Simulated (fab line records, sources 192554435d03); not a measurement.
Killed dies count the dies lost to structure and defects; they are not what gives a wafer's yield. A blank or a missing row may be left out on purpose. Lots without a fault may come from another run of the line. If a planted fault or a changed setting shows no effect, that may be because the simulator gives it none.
fab line records	flow n5-finfet
record lots=15	wafers=45	last-day=18
route steps=1938 shown BEOL_M2@843
lots with no fault: from the same line, run without faults
start-h: start of the lot's first displayed wafer, in hours after the record's first day	wait-h: hours since the lot's step before	" the same as in the row above	L1.1+2: a row that stands for several wafers	- no value, or no start was given	* or withheld: withheld	< > ~ a bound
route shown NAME@n: NAME is a module with steps in the file, n the number in the route of the first one	usual: mean/standard deviation of fault-free wafers	same: alike in all rows	chamber/n: place in a boat	sites: per-site readings	_std_site: how widely they spread, as a standard deviation	_edge_site: inner sites' mean taken away from outer sites' mean	radius-mm: for every site, how far away it sits from the centre of the wafer	mask NAME#n: copy n	behind: the tool/chamber that last shaped the wafer	hold: cause of the lot's hold/its duration in hours/its outcome	device: the n, p or np transistor that did not switch	end of line: tests of these same wafers at the route's end	a step given without rows: its recipe and nothing more	killed: count of dies lost to structure and defects at first sort (not the wafer's yield)	map: a wafer's dies, marking killed ones x, the rest . and places with no die _
set.NAME: setting as actually run; set.NAME@STEP: the setting as run at that earlier step	model.NAME: the simulator's own value behind a step, which no gauge read
route steps across a sampled set of lots; one table per step, one row per wafer
services: when a tool's chamber went out of use (start-h, in hours from the record's first day, below 0 if earlier), for how many hours, and the reason
## steps
# step N5_BEOL_M2_PECVD_72
# recipe material=SiO2	target-thk-a=160	temp-c=400	precursor=TEOS/O2	pressure-torr=5.5	rf-w=450	teos-flow-sccm=53.8	gas=O2	flow-sccm=3000	time-s=18
# usual heater-power-w=687/87	showerhead-plenum-p-Torr=8.82/0.084	showerhead-vpp-V=1307/56	throttle-valve-pct=22.3/1.2
# same time-s=18
lot.wafer	tool	chamber	start-h	wait-h	heater-power-w	showerhead-plenum-p-Torr	showerhead-vpp-V	throttle-valve-pct
L760.1	pecvd-01	1	139.62	0.0	575	8.90	1264	23.8
L760.2	"	2	"	"	863	8.89	1374	22.6
L760.3	"	0	"	"	797	8.72	1335	21.7
L761.3	pecvd-04	1	151.46	0.0	692	8.98	1255	22.5
L761.4	"	2	"	"	562	8.78	1223	20.3
L761.6	"	0	"	"	667	8.76	1368	21.9
L764.2	pecvd-02	0	154.50	0.0	796	8.83	1285	24.1
L764.4	"	1	"	"	721	8.85	1321	22.0
L764.5	"	2	"	"	875	8.73	1270	21.6
L766.1	pecvd-01	0	165.11	0.0	701	8.69	1357	22.1
L766.4	"	0	"	"	690	8.72	1384	22.0
L766.6	"	1	"	"	589	8.90	1258	24.1
L765.3	pecvd-04	1	165.37	0.0	610	8.97	1264	22.4
L765.4	"	0	"	"	751	8.75	1356	22.0
L765.6	"	1	"	"	623	8.98	1263	22.5
L767.1	pecvd-02	1	172.40	0.0	701	8.86	1343	22.2
L767.2	"	0	"	"	766	8.81	1273	23.9
L767.5	"	2	"	"	859	8.76	1266	21.7
L774.2	pecvd-04	2	219.28	0.0	557	8.77	1223	19.9
L774.5	"	0	"	"	705	8.76	1370	22.1
L774.6	"	1	"	"	622	8.96	1256	22.2
L776.2	pecvd-04	0	225.09	0.0	674	8.75	1374	22.0
L776.3	"	1	"	"	569	8.97	1271	22.2
L776.4	"	2	"	"	585	8.80	1255	20.0
L775.3	pecvd-01	0	227.62	0.1	662	8.73	1362	21.9
L775.4	"	1	"	"	610	8.93	1289	23.9
L775.5	"	1	"	"	601	8.93	1261	24.0
L777.1	pecvd-02	0	234.62	0.0	727	8.81	1264	24.0
L777.3	"	2	"	"	742	8.79	1262	21.7
L777.4	"	0	"	"	728	8.79	1267	24.2
L778.2	pecvd-04	2	245.07	0.0	607	8.79	1222	20.3
L778.5	"	2	"	"	625	8.79	1229	19.8
L778.6	"	1	"	"	582	8.95	1262	22.6
L780.4	pecvd-02	2	252.53	0.1	812	8.77	1252	21.8
L780.5	"	0	"	"	782	8.79	1264	23.8
L780.6	"	1	"	"	604	8.84	1322	22.3
L781.2	pecvd-02	2	257.05	0.0	745	8.78	1263	22.0
L781.4	"	1	"	"	655	8.87	1338	21.7
L781.5	"	2	"	"	749	8.77	1245	21.9
L782.1	pecvd-04	1	258.87	0.0	602	8.97	1281	22.8
L782.2	"	0	"	"	739	8.74	1365	22.1
L782.4	"	0	"	"	758	8.76	1377	22.2
L783.4	pecvd-04	2	275.19	0.1	587	8.79	1239	20.0
L783.5	"	0	"	"	748	8.75	1370	22.3
L783.6	"	1	"	"	679	8.98	1254	22.5
# step N5_BEOL_M2_HM_DEP_02
# recipe material=TiN	target-thk-a=200	temp-c=25	chamber-pressure-pa=0.49996
# usual throttle-valve-pct=29.7/1
lot.wafer	tool	chamber	start-h	wait-h	throttle-valve-pct
L760.1	pvd-sputter-01	-	140.72	1.1	28.3
L760.2	"	-	"	"	29.0
L760.3	"	-	"	"	30.5
L761.3	pvd-sputter-01	-	153.44	2.0	31.5
L761.4	"	-	"	"	28.4
L761.6	"	-	"	"	28.0
L764.2	pvd-sputter-01	-	154.55	0.0	31.6
L764.4	"	-	"	"	30.6
L764.5	"	-	"	"	31.4
L766.1	pvd-sputter-01	-	167.58	2.5	28.9
L766.4	"	-	"	"	30.4
L766.6	"	-	"	"	30.4
L765.3	pvd-sputter-02	-	167.94	2.6	30.3
L765.4	"	-	"	"	30.6
L765.6	"	-	"	"	30.2
L767.1	pvd-sputter-02	-	173.36	0.9	28.6
L767.2	"	-	"	"	30.4
L767.5	"	-	"	"	29.7
L774.2	pvd-sputter-01	-	219.33	0.0	28.9
L774.5	"	-	"	"	31.4
L774.6	"	-	"	"	28.3
L776.2	pvd-sputter-02	-	225.32	0.2	30.4
L776.3	"	-	"	"	30.2
L776.4	"	-	"	"	29.6
L775.3	pvd-sputter-01	-	227.70	0.1	31.2
L775.4	"	-	"	"	30.1
L775.5	"	-	"	"	30.1
L777.1	pvd-sputter-01	-	234.83	0.2	31.2
L777.3	"	-	"	"	28.8
L777.4	"	-	"	"	28.1
L778.2	pvd-sputter-03	-	245.55	0.5	28.0
L778.5	"	-	"	"	30.0
L778.6	"	-	"	"	27.8
L780.4	pvd-sputter-03	-	253.19	0.6	29.3
L780.5	"	-	"	"	31.3
L780.6	"	-	"	"	29.9
L781.2	pvd-sputter-01	-	261.55	4.5	31.1
L781.4	"	-	"	"	28.9
L781.5	"	-	"	"	31.3
L782.1	pvd-sputter-01	-	261.85	3.0	28.8
L782.2	"	-	"	"	28.5
L782.4	"	-	"	"	31.4
L783.4	pvd-sputter-02	-	275.80	0.6	30.1
L783.5	"	-	"	"	30.3
L783.6	"	-	"	"	28.7
# step N5_BEOL_M2_ETCH_74
# recipe chemistry=N2/H2	target=underlayer	target-depth-a=65	mask-material=CAR-EUV	time-s=5.2	ion-energy-ev=200	pressure-mtorr=30	source-w=840	bias-w=150	n2-flow-sccm=200	h2-flow-sccm=200	ends=cleared
# usual drypump-motor-current-A=5.5/0.36	etch-rf-on-time-s=5.27/0.074	oes-product-au=0.65/0.065	rf-vpp-V=524/3.1	showerhead-plenum-p-Torr=2.54/0.098	throttle-valve-pct=17.85/0.23
lot.wafer	tool	chamber	start-h	wait-h	drypump-motor-current-A	etch-rf-on-time-s	oes-product-au	rf-hours-counter-h	rf-vpp-V	showerhead-plenum-p-Torr	throttle-valve-pct
L760.1	rie-diel-04	3	141.40	0.0	5.6	5.40	0.60	180	521	2.43	17.83
L760.2	"	2	"	"	4.8	5.20	0.76	28	522	2.48	17.61
L760.3	"	0	"	"	5.8	5.27	0.61	183	521	2.43	18.03
L761.3	rie-diel-04	3	153.99	0.0	5.6	5.34	0.59	184	520	2.42	17.82
L761.4	"	0	"	"	5.9	5.20	0.61	187	521	2.43	18.01
L761.6	"	1	"	"	5.3	5.21	0.61	-	528	2.61	17.98
L764.2	rie-diel-04	2	155.23	0.0	4.8	5.25	0.76	32	523	2.47	17.57
L764.4	"	0	"	"	5.9	5.26	0.60	188	519	2.42	18.01
L764.5	"	3	"	"	5.6	5.36	0.59	-	520	2.42	17.84
L766.1	rie-diel-04	3	168.14	0.0	5.7	5.32	0.58	189	522	2.42	17.86
L766.4	"	2	"	"	4.8	5.20	0.76	-	521	2.47	17.61
L766.6	"	3	"	"	5.6	5.33	0.59	-	520	2.42	17.85
L765.3	rie-diel-04	3	168.49	0.0	5.6	5.37	0.60	189	517	2.42	17.85
L765.4	"	3	"	"	5.6	5.36	0.60	-	521	2.42	17.85
L765.6	"	0	"	"	5.9	5.26	0.60	-	521	2.42	18.02
L767.1	rie-diel-05	2	173.92	0.0	5.9	5.27	0.60	195	526	2.64	17.84
L767.2	"	1	"	"	5.5	5.36	0.63	190	518	2.43	18.02
L767.5	"	2	"	"	5.9	5.27	0.60	-	526	2.64	17.89
L774.2	rie-diel-05	3	221.03	0.0	5.7	5.30	0.73	32	530	2.71	17.74
L774.5	"	3	"	"	5.7	5.35	0.74	-	529	2.71	17.73
L774.6	"	2	"	"	5.9	5.19	0.60	-	528	2.63	17.90
L776.2	rie-diel-05	0	226.57	0.0	5.0	5.22	0.67	93	525	2.57	17.46
L776.3	"	2	"	"	5.9	5.22	0.59	217	527	2.63	17.90
L776.4	"	3	"	"	5.7	5.38	0.73	36	529	2.70	17.73
L775.3	rie-diel-02	3	229.16	0.0	5.4	5.26	0.73	54	523	2.57	17.66
L775.4	"	2	"	"	5.9	5.16	0.59	216	526	2.64	18.07
L775.5	"	0	"	"	5.7	5.33	0.59	-	521	2.43	18.18
L777.1	rie-diel-02	3	235.65	0.0	5.4	5.25	0.73	56	524	2.56	17.62
L777.3	"	2	"	"	5.9	5.19	0.60	220	527	2.63	18.10
L777.4	"	1	"	"	5.0	5.22	0.71	55	523	2.58	17.52
L778.2	rie-diel-05	2	246.35	0.0	5.9	5.25	0.60	219	527	2.63	17.91
L778.5	"	1	"	"	5.5	5.37	0.61	-	520	2.42	18.05
L778.6	"	2	"	"	5.9	5.26	0.59	-	526	2.63	17.91
L780.4	rie-diel-02	3	253.74	0.0	5.4	5.26	0.72	64	526	2.56	17.68
L780.5	"	0	"	"	5.6	5.30	0.58	-	520	2.43	18.19
L780.6	"	3	"	"	5.4	5.20	0.73	-	525	2.56	17.67
L781.2	rie-diel-05	0	262.22	0.0	5.0	5.35	0.65	100	525	2.57	17.49
L781.4	"	2	"	"	5.9	5.23	0.59	225	524	2.62	17.90
L781.5	"	3	"	"	5.7	5.42	0.71	-	528	2.70	17.77
L782.1	rie-diel-05	2	262.53	0.0	5.9	5.26	0.59	225	525	2.62	17.95
L782.2	"	3	"	"	5.7	5.49	0.71	44	528	2.70	17.75
L782.4	"	0	"	"	5.0	5.33	0.65	101	525	2.57	17.49
L783.4	rie-diel-02	1	276.48	0.0	5.0	5.32	0.69	68	526	2.57	17.56
L783.5	"	0	"	"	5.6	5.35	0.58	-	519	2.42	18.19
L783.6	"	3	"	"	5.4	5.29	0.70	-	527	2.56	17.67
# step N5_BEOL_M2_DEVELOP_27
# recipe develop-time-s=30	developer=TMAH	resist=CAR-EUV	rinse-liquid=surfactant-rinse	dry=air-spin	dev-temp-c=23
# usual chill-plate-temp-C=23.00/0.1	develop-time-s=30/0
lot.wafer	tool	chamber	start-h	wait-h	chill-plate-temp-C	develop-time-s
L760.1	litho-track-01	0	142.06	-	23.02	30
L760.2	"	0	"	"	23.05	30
L760.3	"	0	"	"	23.07	30
L761.3	litho-track-04	0	154.72	-	23.03	30
L761.4	"	0	"	"	23.05	30
L761.6	"	0	"	"	23.11	30
L764.2	litho-track-02	-	156.09	-	-	-
L764.4	"	-	"	"	-	-
L764.5	"	-	"	"	-	-
L766.1	litho-track-01	-	168.80	-	-	-
L766.4	"	-	"	"	-	-
L766.6	"	-	"	"	-	-
L765.3	litho-track-01	-	169.15	-	-	-
L765.4	"	-	"	"	-	-
L765.6	"	-	"	"	-	-
L767.1	litho-track-02	0	174.58	-	22.93	30
L767.2	"	0	"	"	23.02	30
L767.5	"	0	"	"	23.04	30
L774.2	litho-track-02	0	221.73	-	22.98	30
L774.5	"	0	"	"	22.90	30
L774.6	"	0	"	"	22.85	30
L776.2	litho-track-02	0	227.39	-	22.94	30
L776.3	"	0	"	"	22.99	30
L776.4	"	0	"	"	22.98	30
L775.3	litho-track-02	0	230.16	-	23.06	30
L775.4	"	0	"	"	23.02	30
L775.5	"	0	"	"	23.14	30
L777.1	litho-track-04	0	236.36	-	22.99	30
L777.3	"	0	"	"	23.06	30
L777.4	"	0	"	"	23.03	30
L778.2	litho-track-01	0	247.14	-	23.17	30
L778.5	"	0	"	"	23.11	30
L778.6	"	0	"	"	23.09	30
L780.4	litho-track-01	0	254.65	-	23.02	30
L780.5	"	0	"	"	23.04	30
L780.6	"	0	"	"	23.04	30
L781.2	litho-track-01	0	263.10	-	22.98	30
L781.4	"	0	"	"	23.05	30
L781.5	"	0	"	"	22.91	30
L782.1	litho-track-04	0	263.40	-	23.00	30
L782.2	"	0	"	"	23.22	30
L782.4	"	0	"	"	22.96	30
L783.4	litho-track-04	0	277.14	-	22.76	30
L783.5	"	0	"	"	22.94	30
L783.6	"	0	"	"	22.91	30
## services
tool	chamber	start-h	hours	kind
rie-diel-05	-	116.55	0.5	repair
rie-diel-05	3	117.37	-	clean
rie-diel-05	3	117.37	-	consumable-replace:focus-ring
rie-diel-05	3	117.37	-	consumable-replace:showerhead
rie-diel-05	3	117.37	14.9	scheduled-down
rie-diel-05	3	117.37	14.9	vent-cycle
pvd-sputter-03	-	124.48	12.1	repair
litho-track-01	-	124.63	-	consumable-replace:filter
pvd-sputter-01	-	129.67	3.7	repair
rie-diel-04	3	144.48	1.3	repair
pvd-sputter-03	-	150.18	7.7	repair
pecvd-01	1	151.00	6.7	repair
rie-diel-04	1	165.57	6.6	repair
rie-diel-02	1	169.13	2.1	repair
pecvd-01	2	209.43	19.8	repair
rie-diel-04	-	212.45	14.6	pm
rie-diel-05	0	213.96	11.5	repair
rie-diel-05	-	227.23	15.6	pm
pecvd-01	-	229.78	28.1	pm
litho-track-01	-	235.54	-	consumable-replace:filter
rie-diel-05	1	253.43	2.5	repair
litho-track-01	-	264.64	-	consumable-replace:filter
pecvd-01	0	265.44	4.3	repair
rie-diel-02	-	273.16	0.6	repair
## key
first-sign step=N5_BEOL_M2_DEVELOP_27	reading=tool-record	direction=missing
effect none on later readings
met-at N5_BEOL_M2_DEVELOP_27
struck-lots L764,L765,L766
later-rows-left-out L764.2,L764.4,L764.5,L765.3,L765.4,L765.6,L766.1,L766.4,L766.6
sort-left-out L764.2,L764.4,L764.5,L765.3,L765.4,L765.6,L766.1,L766.4,L766.6
not-acting-at N5_BEOL_M2_PECVD_72,N5_BEOL_M2_HM_DEP_02,N5_BEOL_M2_ETCH_74
onset-between 142.06 156.09
fault kind=skipped-step-whole	tool=litho-track-01,litho-track-02	chamber=-	onset-h=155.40	steps=N5_BEOL_M2_DEVELOP_27	scope=struck-lots-only
# sort-left-out: the simulated sort isn't trusted on such a fault, so these wafers' sort isn't shown, and their yield isn't known
# later-rows-left-out: the simulator's readings of these wafers behind a module that went badly wrong aren't trusted and aren't shown, but for the sort
